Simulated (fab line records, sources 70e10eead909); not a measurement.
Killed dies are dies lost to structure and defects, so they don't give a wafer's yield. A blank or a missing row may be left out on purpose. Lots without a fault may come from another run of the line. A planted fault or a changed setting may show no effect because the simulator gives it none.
fab line records | flow nand_harc
record lots=7 wafers=21 last_day=34
route steps=1302 shown A_DECK1_JOINT@530
lots that met no fault: from a run of the same line without faults
start_h: hours from the record's first day to the start of the lot's first wafer shown | wait_h: hours since the lot's step before | " the same as in the row above | L1.1+2: a row that stands for several wafers | - no value, or no start given | * or withheld: withheld | < > ~ a bound
route shown NAME@n: a module of which the file shows steps, and the number in the route of the first | usual: mean/standard deviation of fault-free wafers | same: alike in all rows | chamber/n: place in a boat | sites: the reading at each site | _std_site: their standard deviation | _edge_site: outer sites' mean less inner sites' | radius_mm: how far each site lies from the wafer's centre | mask NAME#n: copy n | behind: the tool/chamber that last shaped the wafer | hold: why the lot was held/for how many hours/how that ended | device: the transistor (n, p or np) that didn't switch | end of line: the same wafers' tests at the end of the route | a step without rows: its recipe alone | killed: dies lost to structure and defects at the first sort, not the wafer's yield | map: a wafer's dies, x killed, . not, _ none there
set.NAME: the setting as run; set.NAME@STEP: as run at that earlier step | model.NAME: the simulator's own value behind a step, which no gauge read
lots at some steps of the route; a table a step, a row a wafer
services: from which hour (start_h, from the record's first day; less than 0 if before it) a tool's chamber was out of use, for how many hours, and why
## steps
# step NHARC_A_DECK1_JOINT_ETCHBACK_00
# recipe target_depth_a=300 time_s=17.4 hbr_flow_sccm=150 rf_w=350 icp_w=350 bias_w=60 chemistry=HBr
# usual drypump_motor_current_A=5.6/0.51 oes_product_au=1.000/0.01 throttle_valve_pct=23.266/0.0093
# columns lot.wafer tool chamber start_h wait_h drypump_motor_current_A oes_product_au rf_hours_counter_h throttle_valve_pct
L182.3 rie_si-06 1 268.43 0.1 5.0 0.996 0.1 23.266
L182.2 " 2 " " 5.2 1.004 0.1 23.265
L182.5 " 1 " " 5.0 0.995 - 23.257
L189.4 rie_si-03 2 314.00 0.1 5.4 1.008 0.7 23.270
L189.1 " 3 " " 5.7 1.001 0.6 23.261
L189.3 " 0 " " 6.4 0.978 0.5 23.268
L200.2 rie_si-06 0 424.95 0.1 5.3 1.017 1.3 23.278
L200.5 " 0 " " 5.3 1.008 - 23.258
L200.6 " 1 " " 5.0 0.999 - 23.261
L199.4 rie_si-01 1 424.96 0.1 4.8 1.007 0.3 23.262
L199.6 " 1 " " 4.7 1.005 - 23.254
L199.5 " 2 " " 6.0 0.998 - 23.254
L201.3 rie_si-06 2 437.35 0.1 5.3 0.997 0 23.273
L201.6 " 1 " " 5.0 1.009 - 23.262
L201.5 " 2 " " 5.2 0.998 - 23.255
L205.4 rie_si-03 0 468.23 0.1 6.3 0.996 0.4 23.278
L205.3 " 1 " " 5.2 0.997 0.3 23.269
L205.1 " 3 " " 5.7 0.997 0.3 23.278
L204.4 rie_si-03 1 477.52 0.1 5.1 1.008 0.4 23.266
L204.3 " 3 " " 5.7 0.995 0.3 23.274
L204.5 " 2 " " 5.5 1.007 - 23.267
# step NHARC_A_DECK1_JOINT_PRECLEAN_30
# recipe time_s=* temp_c=50 bath_age_min=0 chemistry=SC1
# step NHARC_A_DECK1_JOINT_SRD_31
# step NHARC_A_DECK1_JOINT_CVD_34
# recipe target_thk_a=200 temp_c=700 pressure_mtorr=300 material=SiNx
# step NHARC_A_DECK1_JOINT_DEP_06
# recipe target_thk_a=800 temp_c=65 material=SiOx
# step NHARC_A_DECK1_JOINT_CURE_26
# recipe temp_c=150 time_s=32 pressure_atm=0.395
# step NHARC_A_DECK1_JOINT_ANNEAL_27
# recipe temp_c=400 time_s=3600 idle_temp_c=300 ramp_up_c_per_min=10 densification_p_h2o_torr=640
# step NHARC_A_DECK1_JOINT_ANNEAL_28
# recipe temp_c=500 time_s=1800 idle_temp_c=400 ramp_up_c_per_min=10 densification_p_h2o_torr=640
# step NHARC_A_DECK1_JOINT_ANNEAL_29
# recipe temp_c=750 time_s=1800 idle_temp_c=500 ramp_up_c_per_min=10 ramp_down_c_per_min=3
# step NHARC_A_DECK1_JOINT_CMP_02
# recipe material=SiOx
# usual motor_current_A=12.3/1.4
# columns lot.wafer tool chamber start_h wait_h motor_current_A
L182.3 cmp-03 3 288.73 0.4 11.2
L182.2 " 1 " " 10.2
L182.5 " 3 " " 11.2
L189.4 cmp-04 0 338.02 0.4 11.2
L189.1 " 1 " " 13.8
L189.3 " 2 " " 13.4
L199.4 cmp-01 3 451.28 0.4 11.6
L199.5 " 2 " " 12.6
L199.6 " 3 " " 11.3
L200.2 cmp-04 0 451.33 0.4 11.9
L200.6 " 1 " " 13.7
L200.5 " 2 " " 12.6
L201.3 cmp-01 1 469.27 0.4 13.7
L201.6 " 0 " " 13.5
L201.5 " 1 " " 13.2
L205.3 cmp-01 3 496.03 0.4 11.6
L205.4 " 0 " " 14.2
L205.1 " 1 " " 12.7
L204.3 cmp-04 0 502.12 0.4 12.1
L204.4 " 1 " " 13.7
L204.5 " 3 " " 13.3
# step NHARC_A_DECK1_JOINT_SRD_15
# step NHARC_A_DECK1_JOINT_DEP_16
# recipe target_thk_a=450 temp_c=400 pressure_torr=6.5 rf_w=900 teos_flow_sccm=161.4 flow_sccm=2650 target_thk_nm=45 gas=O2 material=SiO2
# usual chamber_pressure_Torr=6.499/0.014 heater_power_w=529/88 mfc_precursor_sccm=161.4/0.45 rf_fwd_power_W=896.0/2.9 showerhead_vpp_V=1848/130 throttle_valve_pct=15.8/0.64
# columns lot.wafer tool chamber start_h wait_h chamber_pressure_Torr heater_power_w mfc_precursor_sccm rf_fwd_power_W showerhead_vpp_V throttle_valve_pct
L182.2 pecvd-01 2 289.12 0.1 6.490 622 161.6 889.2 1978 16.6
L182.3 " 0 " " 6.493 757 161.7 897.1 2044 15.6
L182.5 " 1 " " 6.501 495 160.6 893.6 1779 16.1
L189.1 pecvd-04 1 338.38 0.1 6.502 448 161.4 895.0 1767 14.7
L189.3 " 2 " " 6.516 438 161.3 900.6 1971 16.2
L189.4 " 0 " " 6.506 617 161.2 894.8 1741 15.6
L199.5 pecvd-01 0 451.73 0.2 6.482 615 161.4 1254.3 2435 15.3
L199.6 " 1 " " 6.492 356 160.9 1255.9 2115 16.6
L199.4 " 2 " " 6.477 508 161.8 1252.1 2388 16.9
L200.2 pecvd-01 0 451.81 0.2 6.519 555 161.2 1255.4 2396 15.3
L200.5 " 0 " " 6.480 560 161.4 1251.6 2435 15.4
L200.6 " 2 " " 6.501 482 161.8 1255.6 2423 17.0
L201.3 pecvd-01 0 469.69 0.1 6.500 499 161.4 1253.5 2407 15.5
L201.5 " 2 " " 6.523 527 161.5 1259.1 2393 17.1
L201.6 " 0 " " 6.524 514 161.6 1257.9 2374 15.4
L205.1 pecvd-02 0 496.54 0.2 6.484 466 161.7 894.1 1662 15.1
L205.4 " 0 " " 6.502 454 162.0 894.1 1652 15.5
L205.3 " 1 " " 6.496 537 160.2 903.9 1936 16.0
L204.3 pecvd-04 2 502.48 0.1 6.525 449 161.2 894.2 1949 16.4
L204.5 " 0 " " 6.514 568 160.8 894.3 1743 15.4
L204.4 " 1 " " 6.493 523 161.9 900.1 1820 14.9
# step NHARC_A_DECK1_JOINT_THK_MEAS_17
# recipe thk_meas_gauge=ellipsometry
# usual thk_nm=44.8/1.1
# columns lot.wafer tool chamber start_h wait_h hold thk_nm
L182.2 film_metro-01 - 289.37 0.2 - 45.7
L182.3 " - " " - 45.0
L182.5 " - " " - 45.2
L189.1 film_metro-01 - 338.66 0.3 - 44.3
L189.3 " - " " - 43.6
L189.4 " - " " - 46.5
L199.4 film_metro-02 - 451.92 0.1 await_dispo/0.2h/release 50.4
L199.5 " - " " await_dispo/0.2h/release 49.4
L199.6 " - " " await_dispo/0.2h/release 50.9
L199.4 film_metro-02 - 452.09 0.2 - 49.3
L199.5 " - " " - 50.7
L199.6 " - " " - 49.5
L200.2 film_metro-01 - 452.09 0.3 await_dispo/0.2h/release 51.7
L200.5 " - " " await_dispo/0.2h/release 51.1
L200.6 " - " " await_dispo/0.2h/release 51.2
L200.2 film_metro-01 - 452.27 0.2 - 46.9
L200.5 " - " " - 51.7
L200.6 " - " " - 49.1
L201.3 film_metro-02 - 469.92 0.2 await_dispo/0.2h/release 49.4
L201.5 " - " " await_dispo/0.2h/release 49.9
L201.6 " - " " await_dispo/0.2h/release 49.9
L201.3 film_metro-02 - 470.09 0.2 - 47.5
L201.5 " - " " - 49.5
L201.6 " - " " - 48.5
L205.1 film_metro-02 - 496.91 0.3 - 45.6
L205.3 " - " " - 46.1
L205.4 " - " " - 43.7
L204.3 film_metro-02 - 502.76 0.3 - 44.9
L204.4 " - " " - 44.3
L204.5 " - " " - 44.0
# step NHARC_A_DECK1_JOINT_INSPECT_05
# usual raw_defect_count=317/130
# columns lot.wafer tool chamber start_h wait_h hold raw_defect_count
L182.2 defect_inspect-01 - 289.40 0.0 - 400
L182.3 " - " " - 360
L182.5 " - " " - 193
L189.1 defect_inspect-02 - 338.70 0.0 - 324
L189.3 " - " " - 321
L189.4 " - " " - 248
L200.2 defect_inspect-01 - 454.01 1.7 await_dispo/1.7h/release 177
L200.5 " - " " await_dispo/1.7h/release 480
L200.6 " - " " await_dispo/1.7h/release 266
L199.4 defect_inspect-01 - 454.22 2.1 await_dispo/2.1h/release 306
L199.5 " - " " await_dispo/2.1h/release 344
L199.6 " - " " await_dispo/2.1h/release 261
L201.3 defect_inspect-01 - 473.27 3.2 await_dispo/3.1h/release 252
L201.5 " - " " await_dispo/3.1h/release 421
L201.6 " - " " await_dispo/3.1h/release 147
L205.1 defect_inspect-01 - 496.94 0.0 - 365
L205.3 " - " " - 336
L205.4 " - " " - 233
L204.3 defect_inspect-02 - 502.80 0.0 - 605
L204.4 " - " " - 913
L204.5 " - " " - 665
## services
# columns tool chamber start_h hours kind
rie_si-06 - 249.00 9.0 pm
cmp-01 - 252.62 6.6 repair
cmp-04 - 258.68 0.9 repair
pecvd-04 - 269.22 13.0 pm
cmp-01 - 283.59 4.0 pm
cmp-04 - 307.11 4.0 pm
pecvd-01 - 308.66 0.9 repair
pecvd-01 - 311.45 13.0 pm
rie_si-03 2 314.82 8.9 repair
cmp-01 - 333.27 1.0 repair
cmp-01 - 342.48 1.8 repair
pecvd-01 2 344.35 11.9 repair
cmp-01 - 369.62 0.3 repair
cmp-01 - 373.31 0.6 repair
cmp-01 - 381.59 4.0 pm
rie_si-03 - 398.05 9.0 pm
cmp-04 - 405.19 4.0 pm
rie_si-06 - 426.00 9.0 pm
cmp-01 - 435.65 0.2 repair
rie_si-06 0 451.79 7.8 repair
rie_si-03 3 477.97 8.6 repair
cmp-01 - 479.59 4.0 pm
pecvd-01 - 492.45 13.0 pm
rie_si-06 0 499.92 3.8 repair
## key
first_sign step=NHARC_A_DECK1_JOINT_DEP_16 reading=rf_fwd_power_W direction=up sigmas=99+ usual=* struck=*
effect step=NHARC_A_DECK1_JOINT_DEP_16 reading=showerhead_vpp_V direction=up sigmas=4 usual=1848 struck=2374
effect step=NHARC_A_DECK1_JOINT_THK_MEAS_17 reading=visit direction=added
effect step=NHARC_A_DECK1_JOINT_THK_MEAS_17 reading=thk_nm direction=up sigmas=5.2 usual=44.8 struck=50.4
met_at NHARC_A_DECK1_JOINT_DEP_16
struck_wafers L199.4,L199.5,L199.6,L200.2,L200.5,L200.6,L201.3,L201.5,L201.6
tester_left_out L199,L200,L201
onset_between 289.12 451.73
fault kind=process_parameter_drift tool=pecvd-01 chamber=- onset_h=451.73 steps=NHARC_A_DECK1_JOINT_DEP_16 channel=rf_w offset=* shape=step end_h=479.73 acts_in=* stated=*
# tester_left_out: of these lots the tester's yield and bins aren't shown, on N5 and GAA mostly nor the transistor test; their killed dies are dies lost to structure and defects alone, not to doping, threshold or leakage, so they don't give the yield
